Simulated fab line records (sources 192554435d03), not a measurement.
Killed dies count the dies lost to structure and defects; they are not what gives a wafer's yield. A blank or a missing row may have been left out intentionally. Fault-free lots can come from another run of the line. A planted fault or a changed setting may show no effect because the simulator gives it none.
fab line records | flow n5Finfet
record: lots: 6 | wafers: 18 | lastDay: 16
route steps=1938 shown HKMG_FIN@422 BEOL_M4@1111 PASSIVATION@1936
lots untouched by any fault: they come from a run of this same line in which no faults occurred
startH: hours from the record's opening day to when the first of the lot's shown wafers began | waitH: hours elapsed since this lot's preceding step | " unchanged from the row above | L1.1+2: several wafers, shown together as one row | - either no value or no given start | * or withheld: withheld | < > ~ a bound
route shown NAME@n: names a module that has steps shown in the file, with the first one's number in the route | usual: the fault-free wafers' mean and standard deviation | same: alike in all rows | chamber/n: place in a boat | sites: each site's reading | _std_site: their standard deviation | _edge_site: mean of outer sites minus mean of inner sites | radiusMm: for every site, how far away it sits from the centre of the wafer | mask NAME#n: copy n | behind: the tool/chamber that last shaped the wafer | hold: cause of the lot's hold/its duration in hours/its outcome | device: the n, p or np transistor that did not switch | end of line: at the end of the route, the tests of the same wafers | where a step has no rows: the recipe by itself | killed: at the first sort, the dies lost to defects and structure; wafer yield is something else | map: a wafer's dies, marking killed ones x, the rest . and places with no die _
set.NAME: the setting that was run; set.NAME@STEP: the one run at that earlier step | model.NAME: the simulator's own value behind a step, which no gauge read
lots at selected steps of the route; one table per step, one row per wafer
services: the hour from which a tool's chamber was out of use, counted from the record's first day as startH (under 0 if before that day), plus the number of hours and why
== steps ==
step: N5_HKMG_FIN_COAT_29
recipe: resist: SOC | tempC: 250 | timeS: 60 | spinRpm: 1500 | resistThkNm: 300
step: N5_HKMG_FIN_COAT_30
recipe: resist: SiARC | tempC: 220 | timeS: 60 | spinRpm: 1500 | resistThkNm: 35
step: N5_HKMG_FIN_COAT_06
recipe: resist: CAR-ArF | spinRpm: 1500 | resistThkNm: 90
step: N5_HKMG_FIN_EBR_08
recipe: solvent: PGMEA | ebrWidthMm: 1.5
step: N5_HKMG_FIN_SOFTBAKE_07
recipe: tempC: 110 | timeS: 60 | resist: CAR-ArF
step: N5_HKMG_FIN_EXPOSE_09
recipe: maskId: NWFM | na: 1.35 | sourceShape: conventional | sigmaOuter: 0.8 | polarization: unpolarized | doseMj: 39.25
step: N5_HKMG_FIN_PEB_10
recipe: pebTempC: withheld | pebTimeS: 60 | resist: CAR-ArF
step: N5_HKMG_FIN_DEVELOP_11
recipe: developTimeS: 30 | developer: TMAH | resist: CAR-ArF | devTempC: 23 | rinseLiquid: diw | dry: airSpin
step: N5_HKMG_FIN_CD_MEAS_12
recipe: targetCdNm: 92.8 | landingEnergyEv: 500 | detector: seInlens
usual: cdNm: 92.8/1.2
lot.wafer | tool     | chamber | startH | waitH | cdNm
L736.2    | cdSem-01 | 0       | 74.08  | -     | 94.4
L736.5    | "        | 0       | "      | "     | 91.7
L736.6    | "        | 0       | "      | "     | 94.0
L740.4    | cdSem-03 | 0       | 101.48 | -     | 95.0
L740.5    | "        | 0       | "      | "     | 94.1
L740.6    | "        | 0       | "      | "     | 93.8
L748.1    | cdSem-02 | 0       | 145.63 | -     | 91.5
L748.2    | "        | 0       | "      | "     | 93.1
L748.5    | "        | 0       | "      | "     | 91.7
L751.2    | cdSem-01 | 0       | 167.73 | -     | 91.3
L751.4    | "        | 0       | "      | "     | 92.6
L751.5    | "        | 0       | "      | "     | 92.2
L753.1    | cdSem-01 | 0       | 176.84 | -     | 94.7
L753.2    | "        | 0       | "      | "     | 93.2
L753.5    | "        | 0       | "      | "     | 94.6
L754.1    | cdSem-03 | 0       | 183.36 | -     | 93.4
L754.4    | "        | 0       | "      | "     | 92.2
L754.6    | "        | 0       | "      | "     | 91.6
step: N5_HKMG_FIN_OVL_MEAS_13
recipe: pointsPerWafer: 44
usual: NWFM_OVL: -0.1/0.87
lot.wafer | tool       | chamber | startH | waitH | NWFM_OVL[nm]
L736.2    | overlay-01 | 0       | 74.11  | 0.0   | -0.3
L736.5    | "          | 0       | "      | "     | 0.0
L736.6    | "          | 0       | "      | "     | -1.4
L740.4    | overlay-01 | 0       | 101.51 | 0.0   | -1.5
L740.5    | "          | 0       | "      | "     | -0.7
L740.6    | "          | 0       | "      | "     | -1.4
L748.1    | overlay-02 | 0       | 145.66 | 0.0   | 0.1
L748.2    | "          | 0       | "      | "     | -0.3
L748.5    | "          | 0       | "      | "     | -0.1
L751.2    | overlay-01 | 0       | 167.76 | 0.0   | -0.5
L751.4    | "          | 0       | "      | "     | 0.5
L751.5    | "          | 0       | "      | "     | -0.6
L753.1    | overlay-01 | 0       | 176.87 | 0.0   | -0.5
L753.2    | "          | 0       | "      | "     | -0.2
L753.5    | "          | 0       | "      | "     | 0.5
L754.1    | overlay-01 | 0       | 183.39 | 0.0   | 0.4
L754.4    | "          | 0       | "      | "     | -0.9
L754.6    | "          | 0       | "      | "     | -1.5
step: N5_HKMG_FIN_INSPECT_14
recipe: mode: adi | inspectInstrument: macro
usual: rawDefectCount: 2.2/1.5
lot.wafer | tool             | chamber | startH | waitH | rawDefectCount
L736.2    | defectInspect-01 | -       | 74.13  | 0.0   | 0
L736.5    | "                | -       | "      | "     | 2
L736.6    | "                | -       | "      | "     | 3
L740.4    | defectInspect-01 | -       | 101.53 | 0.0   | 7
L740.5    | "                | -       | "      | "     | 3
L740.6    | "                | -       | "      | "     | 4
L748.1    | defectInspect-01 | -       | 145.68 | 0.0   | 4
L748.2    | "                | -       | "      | "     | 1
L748.5    | "                | -       | "      | "     | 0
L751.2    | defectInspect-01 | -       | 167.79 | 0.0   | 4
L751.4    | "                | -       | "      | "     | 3
L751.5    | "                | -       | "      | "     | 3
L753.1    | defectInspect-01 | -       | 176.90 | 0.0   | 5
L753.2    | "                | -       | "      | "     | 5
L753.5    | "                | -       | "      | "     | 2
L754.1    | defectInspect-02 | -       | 183.42 | 0.0   | 1
L754.4    | "                | -       | "      | "     | 5
L754.6    | "                | -       | "      | "     | 1
step: N5_HKMG_FIN_DESCUM_17
recipe: chemistry: O2 | timeS: 7.9 | sourcePowerW: 50 | biasPowerW: 20 | pressureMtorr: 20 | rfFrequencyHz: 2.712e+07 | tempC: 40 | resist: CAR-ArF | o2FlowSccm: 225
usual: drypumpMotorCurrentA: 5.6/0.41 | oesProductAu: 0.79/0.082 | rfVppV: 243.1/1.3 | showerheadPlenumPTorr: 2.09/0.07 | throttleValvePct: 20.33/0.2
lot.wafer | tool       | chamber | startH | waitH | drypumpMotorCurrentA | oesProductAu | rfHoursCounterH | rfVppV | showerheadPlenumPTorr | throttleValvePct
L736.2    | rieDiel-04 | 0       | 74.39  | 0.3   | 5.9                  | 0.82         | 84              | 241.9  | 2.01                  | 20.02
L736.5    | "          | 3       | "      | "     | 5.2                  | 0.87         | -               | 240.7  | 2.03                  | 20.44
L736.6    | "          | 0       | "      | "     | 6.0                  | 0.82         | -               | 242.2  | 2.01                  | 20.02
L740.4    | rieDiel-06 | 0       | 101.58 | 0.0   | 5.2                  | 0.74         | -               | 245.3  | 2.15                  | 19.97
L740.5    | "          | 3       | "      | "     | 5.1                  | 0.95         | -               | 243.8  | 2.07                  | 20.43
L740.6    | "          | 2       | "      | "     | 5.8                  | 0.88         | -               | 243.3  | 2.11                  | 20.04
L748.1    | rieDiel-06 | 3       | 146.09 | 0.4   | 5.1                  | 0.92         | 37              | 242.5  | 2.06                  | 20.44
L748.2    | "          | 0       | "      | "     | 5.2                  | 0.73         | 193             | 245.0  | 2.14                  | 19.99
L748.5    | "          | 2       | "      | "     | 5.8                  | 0.87         | -               | 244.1  | 2.10                  | 20.07
L751.2    | rieDiel-06 | 2       | 167.91 | 0.1   | 5.8                  | 0.85         | 60              | 244.7  | 2.10                  | 20.09
L751.4    | "          | 0       | "      | "     | 5.2                  | 0.72         | 200             | 242.5  | 2.14                  | 20.00
L751.5    | "          | 2       | "      | "     | 5.8                  | 0.86         | -               | 243.7  | 2.10                  | 20.09
L753.1    | rieDiel-01 | 2       | 176.93 | 0.0   | 5.6                  | 0.87         | 49              | 243.2  | 2.06                  | 20.31
L753.2    | "          | 3       | "      | "     | 6.2                  | 0.68         | 250             | 242.0  | 2.04                  | 20.46
L753.5    | "          | 0       | "      | "     | 5.2                  | 0.83         | -               | 245.0  | 2.21                  | 20.39
L754.1    | rieDiel-04 | 0       | 183.45 | 0.0   | 6.0                  | 0.78         | 122             | 242.3  | 2.00                  | 20.09
L754.4    | "          | 3       | "      | "     | 5.1                  | 0.83         | 92              | 242.1  | 2.02                  | 20.49
L754.6    | "          | 3       | "      | "     | 5.1                  | 0.82         | -               | 241.7  | 2.02                  | 20.49
step: N5_HKMG_FIN_ETCH_31
recipe: chemistry: CF4 | target: SiARC | targetDepthA: 455 | maskMaterial: CAR-ArF | timeS: 75.8 | ionEnergyEv: 80 | pressureMtorr: 40 | sourceW: 545 | biasW: 36 | Ar_flow_sccm: 100 | cf4FlowSccm: 100 | ends: cleared
usual: drypumpMotorCurrentA: 5.6/0.4 | etchRfOnTimeS: 75.3/2.2 | oesProductAu: 0.68/0.071 | rfVppV: 184.1/1.1 | showerheadPlenumPTorr: 2.14/0.062 | throttleValvePct: 15.55/0.19
lot.wafer | tool       | chamber | startH | waitH | drypumpMotorCurrentA | etchRfOnTimeS | oesProductAu | rfHoursCounterH | rfVppV | showerheadPlenumPTorr | throttleValvePct
L736.2    | rieDiel-04 | 0       | 74.43  | 0.0   | 5.9                  | 74.8          | 0.71         | 84              | 183.2  | 2.09                  | 15.36
L736.5    | "          | 3       | "      | "     | 5.2                  | 76.2          | 0.74         | -               | 182.8  | 2.08                  | 15.53
L736.6    | "          | 0       | "      | "     | 5.9                  | 75.2          | 0.71         | -               | 184.3  | 2.09                  | 15.36
L740.4    | rieDiel-06 | 0       | 101.62 | 0.0   | 5.2                  | 75.2          | 0.63         | -               | 186.4  | 2.22                  | 15.41
L740.5    | "          | 3       | "      | "     | 5.0                  | 76.3          | 0.78         | -               | 184.0  | 2.10                  | 15.53
L740.6    | "          | 2       | "      | "     | 5.8                  | 69.5          | 0.80         | -               | 183.6  | 2.18                  | 15.42
L748.1    | rieDiel-06 | 3       | 146.12 | 0.0   | 5.0                  | 76.9          | 0.75         | 37              | 182.8  | 2.10                  | 15.56
L748.2    | "          | 0       | "      | "     | 5.2                  | 75.9          | 0.61         | 193             | 184.6  | 2.22                  | 15.45
L748.5    | "          | 2       | "      | "     | 5.8                  | 103.3         | 0.63         | -               | 185.7  | 2.18                  | 15.46
L751.2    | rieDiel-06 | 2       | 167.94 | 0.0   | 5.8                  | 104.2         | 0.62         | 60              | 183.7  | 2.18                  | 15.48
L751.4    | "          | 0       | "      | "     | 5.2                  | 75.9          | 0.61         | 200             | 184.7  | 2.22                  | 15.47
L751.5    | "          | 2       | "      | "     | 5.8                  | 103.2         | 0.62         | -               | 183.7  | 2.18                  | 15.46
L753.1    | rieDiel-01 | 2       | 176.97 | 0.0   | 5.6                  | 76.3          | 0.74         | 49              | 183.1  | 2.08                  | 15.35
L753.2    | "          | 3       | "      | "     | 6.2                  | 74.8          | 0.59         | 250             | 184.5  | 2.10                  | 15.79
L753.5    | "          | 0       | "      | "     | 5.2                  | 75.4          | 0.71         | -               | 185.1  | 2.24                  | 15.46
L754.1    | rieDiel-04 | 0       | 183.49 | 0.0   | 6.0                  | 76.4          | 0.67         | 122             | 184.2  | 2.08                  | 15.43
L754.4    | "          | 3       | "      | "     | 5.2                  | 76.5          | 0.70         | 92              | 183.3  | 2.07                  | 15.60
L754.6    | "          | 3       | "      | "     | 5.1                  | 76.1          | 0.71         | -               | 182.9  | 2.07                  | 15.59
step: N5_HKMG_FIN_ETCH_32
recipe: chemistry: N2/H2 | target: SOC | targetDepthA: 2400 | tempC: 40 | timeS: 300 | ionEnergyEv: 200 | maskMaterial: SiARC | pressureMtorr: 30 | sourceW: 840 | biasW: 150 | n2FlowSccm: 200 | h2FlowSccm: 200
usual: drypumpMotorCurrentA: 5.6/0.41 | h2FlowSccm: 200.0/0.54 | oesProductAu: 0.80/0.081 | rfVppV: 524.0/2.4 | showerheadPlenumPTorr: 2.55/0.083 | throttleValvePct: 17.79/0.26
lot.wafer | tool       | chamber | startH | waitH | drypumpMotorCurrentA | h2FlowSccm | oesProductAu | rfHoursCounterH | rfVppV | showerheadPlenumPTorr | throttleValvePct
L736.2    | rieDiel-04 | 0       | 74.49  | 0.0   | 5.9                  | 199.4      | 0.83         | 84              | 522.9  | 2.47                  | 17.55
L736.5    | "          | 3       | "      | "     | 5.2                  | 199.7      | 0.86         | -               | 521.6  | 2.47                  | 17.79
L736.6    | "          | 0       | "      | "     | 6.0                  | 200.4      | 0.82         | -               | 521.3  | 2.47                  | 17.56
L740.4    | rieDiel-06 | 0       | 101.74 | 0.1   | 5.2                  | 200.4      | 0.74         | -               | 525.5  | 2.64                  | 17.54
L740.5    | "          | 3       | "      | "     | 5.1                  | 200.4      | 0.91         | -               | 522.0  | 2.49                  | 17.78
L740.6    | "          | 2       | "      | "     | 5.8                  | 200.5      | 0.95         | -               | 525.6  | 2.59                  | 17.62
L748.1    | rieDiel-06 | 3       | 146.18 | 0.0   | 5.1                  | 200.9      | 0.87         | 37              | 523.9  | 2.49                  | 17.80
L748.2    | "          | 0       | "      | "     | 5.2                  | 200.5      | 0.72         | 193             | 526.5  | 2.63                  | 17.57
L748.5    | "          | 2       | "      | "     | 5.8                  | 200.7      | 0.92         | -               | 524.2  | 2.58                  | 17.65
L751.2    | rieDiel-06 | 2       | 168.00 | 0.0   | 5.8                  | 200.4      | 0.90         | 60              | 525.2  | 2.58                  | 17.67
L751.4    | "          | 0       | "      | "     | 5.2                  | 199.6      | 0.71         | 200             | 526.3  | 2.62                  | 17.57
L751.5    | "          | 2       | "      | "     | 5.8                  | 200.5      | 0.92         | -               | 525.5  | 2.58                  | 17.67
L753.1    | rieDiel-01 | 2       | 177.02 | 0.0   | 5.6                  | 200.0      | 0.87         | 50              | 522.0  | 2.47                  | 17.49
L753.2    | "          | 3       | "      | "     | 6.2                  | 199.7      | 0.70         | 250             | 523.1  | 2.52                  | 18.29
L753.5    | "          | 0       | "      | "     | 5.2                  | 200.3      | 0.84         | -               | 527.8  | 2.68                  | 17.78
L754.1    | rieDiel-04 | 0       | 183.54 | 0.0   | 5.9                  | 200.4      | 0.79         | 122             | 521.6  | 2.45                  | 17.61
L754.4    | "          | 3       | "      | "     | 5.2                  | 200.3      | 0.82         | 92              | 519.9  | 2.46                  | 17.84
L754.6    | "          | 3       | "      | "     | 5.2                  | 200.0      | 0.81         | -               | 521.6  | 2.46                  | 17.85
step: N5_BEOL_M4_RC_MEAS_101
usual: DIBL_N: 36.4/2.7 | DIBL_P: 36/3.2 | IOFF_N: 0.16/0.046 | IOFF_P: 0.21/0.055 | ION_N: 677/15 | ION_P: 464/11 | SS_N: 71.5/0.79 | SS_P: 73.3/0.93 | VT_N: 250/4.1 | VT_P: -251/4.4
lot.wafer | tool      | chamber | startH | waitH | DIBL_N[mV/V] | DIBL_P[mV/V] | IOFF_N[nA/um] | IOFF_P[nA/um] | ION_N[uA/um] | ION_P[uA/um] | SS_N[mV/dec] | SS_P[mV/dec] | VT_N[mV] | VT_P[mV]
L736.2    | prober-01 | 0       | 164.38 | 0.4   | 35.9         | 38           | 0.16          | 0.28          | 673          | 470          | 71.6         | 73.6         | 248      | -246
L736.5    | "         | 0       | "      | "     | 39.3         | 40           | 0.23          | 0.33          | 679          | 470          | 72.7         | 74.6         | 245      | -243
L736.6    | "         | 0       | "      | "     | 35.1         | 36           | 0.14          | 0.26          | 666          | 472          | 71.6         | 74.2         | 252      | -245
L740.4    | prober-02 | 0       | 207.21 | 0.5   | 36.5         | 36           | 0.16          | 0.21          | 672          | 460          | 71.5         | 73.0         | 249      | -251
L740.5    | "         | 0       | "      | "     | 34.8         | 33           | 0.13          | 0.17          | 668          | 465          | 71.4         | 71.8         | 250      | -251
L740.6    | "         | 0       | "      | "     | 37.0         | 36           | 0.17          | 0.22          | 686          | 462          | 71.7         | 73.2         | 248      | -248
L748.1    | prober-02 | 0       | 249.36 | 0.0   | 31.1         | 30           | 0.11          | 0.14          | 661          | 450          | 69.8         | 72.1         | 251      | -256
L748.2    | "         | 0       | "      | "     | 29.8         | 29           | 0.10          | 0.13          | 657          | 454          | 70.0         | 71.8         | 253      | -255
L748.5    | "         | 0       | "      | "     | 32.4         | 32           | 0.12          | 0.16          | 666          | 455          | 71.2         | 72.9         | 253      | -255
L751.2    | prober-01 | 0       | 275.31 | 0.2   | 39.8         | 40           | 0.24          | 0.26          | 696          | 468          | 71.9         | 73.4         | 245      | -248
L751.4    | "         | 0       | "      | "     | 41.8         | 43           | 0.29          | 0.31          | 698          | 465          | 73.2         | 74.5         | 243      | -247
L751.5    | "         | 0       | "      | "     | 34.9         | 35           | 0.14          | 0.18          | 658          | 457          | 70.8         | 72.5         | 254      | -251
L753.1    | prober-01 | 0       | 284.70 | 0.0   | 38.5         | 38           | 0.15          | 0.21          | 684          | 470          | 71.5         | 73.2         | 251      | -250
L753.2    | "         | 0       | "      | "     | 36.0         | 35           | 0.12          | 0.17          | 666          | 460          | 70.9         | 72.4         | 255      | -255
L753.5    | "         | 0       | "      | "     | 38.9         | 39           | 0.16          | 0.23          | 677          | 464          | 71.8         | 73.6         | 253      | -251
L754.1    | prober-02 | 0       | 286.58 | 0.0   | 35.4         | 37           | 0.14          | 0.16          | 681          | 463          | 71.3         | 72.8         | 253      | -256
L754.4    | "         | 0       | "      | "     | 38.2         | 39           | 0.18          | 0.19          | 675          | 451          | 72.4         | 73.8         | 248      | -256
L754.6    | "         | 0       | "      | "     | 36.8         | 38           | 0.14          | 0.16          | 671          | 449          | 72.4         | 72.8         | 254      | -257
step: N5_PASSIVATION_PROBE_49
usual: defectLimitedYield: 91.1/1.4 | killed_at_M0_to_M3: 34/9.7 | killed_at_M4_up: 13/5.1 | killedAtContacts: 14/6.3 | killedAtFrontEnd: 40/11 | killedAtOther: 3.5/2.7 | killedDies: 105/16 | killedOpen: 70/12 | killedShort: 34/7.8 | sort_bin_5_function: 5.2/0.88 | sort_bin_6_memory: 3.3/0.7 | sortNPass: 1074/17 | sortYieldPct: 91.0/1.5
same: grossDies: 1180 | killedAtBackSide: 0 | sort_bin_4_leakage[%]: 0 | sort_bin_8_speed[%]: 0
lot.wafer | tool      | chamber | startH | waitH | defectLimitedYield[%] | killed_at_M0_to_M3 | killed_at_M4_up | killedAtContacts | killedAtFrontEnd | killedAtOther | killedDies | killedOpen | killedShort | sort_bin_5_function[%] | sort_bin_6_memory[%] | sortNPass | sortYieldPct[%]
L736.2    | prober-01 | -       | 271.71 | 0.1   | 88.9                  | 44                 | 25              | 19               | 40               | 3             | 131        | 91         | 40          | 6.9                    | 3.8                  | 1049      | 88.9
L736.5    | prober-01 | -       | 271.86 | 0.2   | 91.9                  | 30                 | 9               | 18               | 37               | 2             | 96         | 63         | 33          | 5.1                    | 2.7                  | 1084      | 91.9
L736.6    | prober-01 | -       | 271.91 | 0.3   | 92.9                  | 31                 | 17              | 16               | 20               | 0             | 84         | 63         | 18          | 4.6                    | 2.5                  | 1096      | 92.9
L740.4    | prober-01 | -       | 307.80 | 0.2   | 91.5                  | 26                 | 16              | 25               | 31               | 2             | 100        | 69         | 30          | 5.0                    | 3.1                  | 1080      | 91.5
L740.5    | prober-01 | -       | 307.85 | 0.2   | 91.8                  | 24                 | 14              | 15               | 40               | 4             | 97         | 62         | 32          | 5.1                    | 3.0                  | 1083      | 91.8
L740.6    | prober-01 | -       | 307.90 | 0.3   | 92.4                  | 17                 | 18              | 13               | 39               | 3             | 90         | 62         | 27          | 3.6                    | 3.7                  | 1090      | 92.4
L748.1    | prober-01 | -       | 357.41 | 0.0   | 90.1                  | 22                 | 15              | 10               | 63               | 7             | 117        | 84         | 33          | 5.5                    | 4.2                  | 1063      | 90.1
L748.2    | prober-01 | -       | 357.46 | 0.1   | 88.4                  | 49                 | 12              | 10               | 60               | 6             | 137        | 87         | 47          | 7.2                    | 3.9                  | 1043      | 88.4
L748.5    | prober-01 | -       | 357.61 | 0.2   | 90.4                  | 32                 | 16              | 22               | 40               | 3             | 113        | 74         | 38          | 5.5                    | 3.6                  | 1067      | 90.4
L751.2    | prober-02 | -       | 377.93 | 0.1   | 90.3                  | 44                 | 16              | 6                | 48               | 0             | 114        | 81         | 31          | 5.4                    | 3.9                  | 1066      | 90.3
L751.4    | prober-02 | -       | 378.03 | 0.2   | 87.5                  | 68                 | 10              | 14               | 54               | 2             | 148        | 107        | 41          | 7.8                    | 4.3                  | 1032      | 87.5
L751.5    | prober-02 | -       | 378.08 | 0.2   | 91.2                  | 41                 | 22              | 3                | 33               | 5             | 104        | 67         | 36          | 5.4                    | 3.1                  | 1076      | 91.2
L753.1    | prober-01 | -       | 386.86 | 0.0   | 91.0                  | 38                 | 8               | 18               | 37               | 5             | 106        | 70         | 36          | 5.7                    | 3.1                  | 1074      | 91.0
L753.2    | prober-01 | -       | 386.91 | 0.1   | 91.7                  | 30                 | 9               | 15               | 39               | 5             | 98         | 65         | 32          | 4.9                    | 3.3                  | 1082      | 91.7
L753.5    | prober-01 | -       | 387.06 | 0.2   | 90.3                  | 36                 | 5               | 20               | 53               | 1             | 115        | 80         | 30          | 5.7                    | 3.3                  | 1065      | 90.3
L754.1    | prober-01 | -       | 387.99 | 0.0   | 92.8                  | 29                 | 8               | 12               | 33               | 3             | 85         | 54         | 30          | 4.6                    | 2.5                  | 1095      | 92.8
L754.4    | prober-01 | -       | 388.14 | 0.2   | 92.4                  | 30                 | 6               | 12               | 37               | 5             | 90         | 56         | 32          | 3.6                    | 3.9                  | 1090      | 92.4
L754.6    | prober-01 | -       | 388.24 | 0.3   | 90.7                  | 43                 | 9               | 16               | 40               | 2             | 110        | 64         | 45          | 5.3                    | 3.3                  | 1070      | 90.7
killed by level:class
L736.2 MOL_CONTACT_COAG:geometricParticle:open=18 BEOL_M0_SAQP:geometricParticle:open=12 BEOL_M0_SAQP:geometricParticle:short=9 DUMMY_GATE:geometricParticle:open=8 BEOL_M1:geometricParticle:open=8 BEOL_M4:geometricParticle:open=8 FIN_SAQP:geometricParticle:open=7 FIN_SAQP:geometricParticle:short=7
L736.5 MOL_CONTACT_COAG:geometricParticle:open=15 STI_FIN_REVEAL:geometricParticle:open=11 BEOL_M0_SAQP:geometricParticle:short=9 FIN_SAQP:geometricParticle:short=8 BEOL_M3:geometricParticle:open=7 BEOL_M1:geometricParticle:open=5 DUMMY_GATE:geometricParticle:open=4 BEOL_M0:geometricParticle:open=4
L736.6 MOL_CONTACT_COAG:geometricParticle:open=13 BEOL_M1:geometricParticle:open=9 BEOL_M0_SAQP:geometricParticle:open=8 DUMMY_GATE:geometricParticle:open=7 BEOL_M3:geometricParticle:open=5 BEOL_M0_SAQP:geometricParticle:short=4 BEOL_M5:geometricParticle:open=4 STI_FIN_REVEAL:geometricParticle:open=3
L740.4 MOL_CONTACT_COAG:geometricParticle:open=19 FIN_SAQP:geometricParticle:open=13 BEOL_M4:geometricParticle:open=11 BEOL_M0_SAQP:geometricParticle:open=7 MOL_CONTACT_COAG:geometricParticle:short=6 FIN_SAQP:geometricParticle:short=4 BEOL_M0_SAQP:geometricParticle:short=4 BEOL_M3:geometricParticle:open=4
L740.5 MOL_CONTACT_COAG:geometricParticle:open=10 STI_FIN_REVEAL:geometricParticle:open=9 BEOL_M4:geometricParticle:open=9 BEOL_M2:geometricParticle:open=8 STARTING-WAFER:geometricParticle:open=6 FIN_SAQP:geometricParticle:short=5 GATE_CUT:geometricParticle:short=5 MOL_CONTACT_COAG:geometricParticle:short=5
L740.6 MOL_CONTACT_COAG:geometricParticle:open=13 BEOL_M4:geometricParticle:open=12 FIN_SAQP:geometricParticle:open=9 FIN_SAQP:geometricParticle:short=8 GATE_CUT:geometricParticle:short=6 BEOL_M0_SAQP:geometricParticle:short=6 BEOL_M3:geometricParticle:open=6 STI_FIN_REVEAL:geometricParticle:open=5
L748.1 FIN_SAQP:geometricParticle:open=19 STI_FIN_REVEAL:geometricParticle:open=19 FIN_SAQP:geometricParticle:short=9 MOL_CONTACT_COAG:geometricParticle:open=9 BEOL_M1:geometricParticle:open=8 BEOL_M0_SAQP:geometricParticle:open=6 BEOL_M4:geometricParticle:open=6 STARTING-WAFER:geometricParticle:open=5
L748.2 FIN_SAQP:geometricParticle:open=13 STI_FIN_REVEAL:geometricParticle:open=13 BEOL_M1:geometricParticle:open=13 BEOL_M2:geometricParticle:open=10 MOL_CONTACT_COAG:geometricParticle:open=8 FIN_SAQP:geometricParticle:short=7 GATE_CUT:geometricParticle:short=7 BEOL_M1:geometricParticle:short=7
L748.5 MOL_CONTACT_COAG:geometricParticle:open=19 FIN_SAQP:geometricParticle:short=13 BEOL_M0_SAQP:geometricParticle:open=12 BEOL_M0_SAQP:geometricParticle:short=11 FIN_SAQP:geometricParticle:open=7 STI_FIN_REVEAL:geometricParticle:open=7 BEOL_M4:geometricParticle:open=7 BEOL_M0:geometricParticle:open=4
L751.2 FIN_SAQP:geometricParticle:open=22 BEOL_M0_SAQP:geometricParticle:open=17 BEOL_M0_SAQP:geometricParticle:short=11 BEOL_M3:geometricParticle:open=9 STI_FIN_REVEAL:geometricParticle:open=7 BEOL_M4:geometricParticle:open=7 DUMMY_GATE:geometricParticle:open=5 MOL_CONTACT_COAG:geometricParticle:open=5
L751.4 STI_FIN_REVEAL:geometricParticle:open=29 BEOL_M0_SAQP:geometricParticle:open=22 BEOL_M0_SAQP:geometricParticle:short=15 BEOL_M3:geometricParticle:open=14 MOL_CONTACT_COAG:geometricParticle:open=11 BEOL_M2:geometricParticle:open=6 FIN_SAQP:geometricParticle:short=5 FIN_SAQP:geometricParticle:open=5
L751.5 BEOL_M0_SAQP:geometricParticle:short=11 BEOL_M0_SAQP:geometricParticle:open=10 BEOL_M4:geometricParticle:open=10 FIN_SAQP:geometricParticle:short=8 BEOL_M2:geometricParticle:open=8 FIN_SAQP:geometricParticle:open=7 STARTING-WAFER:geometricParticle:open=5 DUMMY_GATE:geometricParticle:open=4
L753.1 MOL_CONTACT_COAG:geometricParticle:open=13 BEOL_M2:geometricParticle:open=13 BEOL_M3:geometricParticle:open=10 FIN_SAQP:geometricParticle:short=6 BEOL_M1:geometricParticle:open=6 MOL_CONTACT_COAG:geometricParticle:short=5 FIN_SAQP:geometricParticle:open=4 STI_FIN_REVEAL:geometricParticle:open=4
L753.2 MOL_CONTACT_COAG:geometricParticle:open=13 BEOL_M2:geometricParticle:open=11 FIN_SAQP:geometricParticle:short=10 GATE_CUT:geometricParticle:short=6 FIN_SAQP:geometricParticle:open=5 BEOL_M3:geometricParticle:open=5 BEOL_M0_SAQP:geometricParticle:open=4 FIN_CUT:geometricParticle:open=3
L753.5 STI_FIN_REVEAL:geometricParticle:open=18 BEOL_M3:geometricParticle:open=16 MOL_CONTACT_COAG:geometricParticle:open=14 GATE_CUT:geometricParticle:short=6 ILD0:geometricParticle:open=6 MOL_CONTACT_COAG:geometricParticle:short=6 BEOL_M0_SAQP:geometricParticle:open=6 BEOL_M0_SAQP:geometricParticle:short=6
L754.1 STI_FIN_REVEAL:geometricParticle:open=10 MOL_CONTACT_COAG:geometricParticle:open=9 GATE_CUT:geometricParticle:short=6 BEOL_M1:geometricParticle:open=6 GATE_CUT:geometricParticle:open=4 BEOL_M0_SAQP:geometricParticle:open=4 BEOL_M0_SAQP:geometricParticle:short=4 BEOL_M2:geometricParticle:open=4
L754.4 MOL_CONTACT_COAG:geometricParticle:open=12 FIN_SAQP:geometricParticle:short=8 GATE_CUT:geometricParticle:short=6 BEOL_M0_SAQP:geometricParticle:open=6 BEOL_M1:geometricParticle:open=6 STI_FIN_REVEAL:geometricParticle:open=5 BEOL_M0_SAQP:geometricParticle:short=5 FIN_SAQP:geometricParticle:open=4
L754.6 MOL_CONTACT_COAG:geometricParticle:open=13 FIN_SAQP:geometricParticle:short=12 BEOL_M0_SAQP:geometricParticle:open=11 BEOL_M0_SAQP:geometricParticle:short=11 BEOL_M2:geometricParticle:open=7 DUMMY_GATE:geometricParticle:open=6 BEOL_M1:geometricParticle:open=6 GATE_CUT:geometricParticle:short=5
== services ==
tool       | chamber | startH | hours | kind
rieDiel-04 | 1       | 51.36  | 4.4   | repair
rieDiel-06 | 1       | 88.25  | -     | clean
rieDiel-06 | 1       | 88.25  | -     | consumableReplace:focusRing
rieDiel-06 | 1       | 88.25  | -     | consumableReplace:showerhead
rieDiel-06 | 1       | 88.25  | 19.6  | scheduledDown
rieDiel-06 | 1       | 88.25  | 19.6  | ventCycle
rieDiel-04 | 3       | 122.87 | 3.9   | repair
rieDiel-04 | -       | 126.60 | 2.8   | pm
rieDiel-01 | -       | 144.78 | 4.3   | pm
rieDiel-06 | 3       | 173.08 | 5.7   | repair
== key ==
firstSign: step: N5_HKMG_FIN_ETCH_31 | reading: etchRfOnTimeS | direction: up | sigmas: 13 | usual: * | struck: *
effect none on later readings
metAt N5_HKMG_FIN_ETCH_31
struckWafers L748.5,L751.2,L751.5
onsetBetween 101.62 146.12
fault: kind: processParameterDrift | tool: rieDiel-06 | chamber: 2 | onsetH: 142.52 | steps: N5_HKMG_FIN_ETCH_31 | channel: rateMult | offset: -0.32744 | shape: step | endH: 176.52
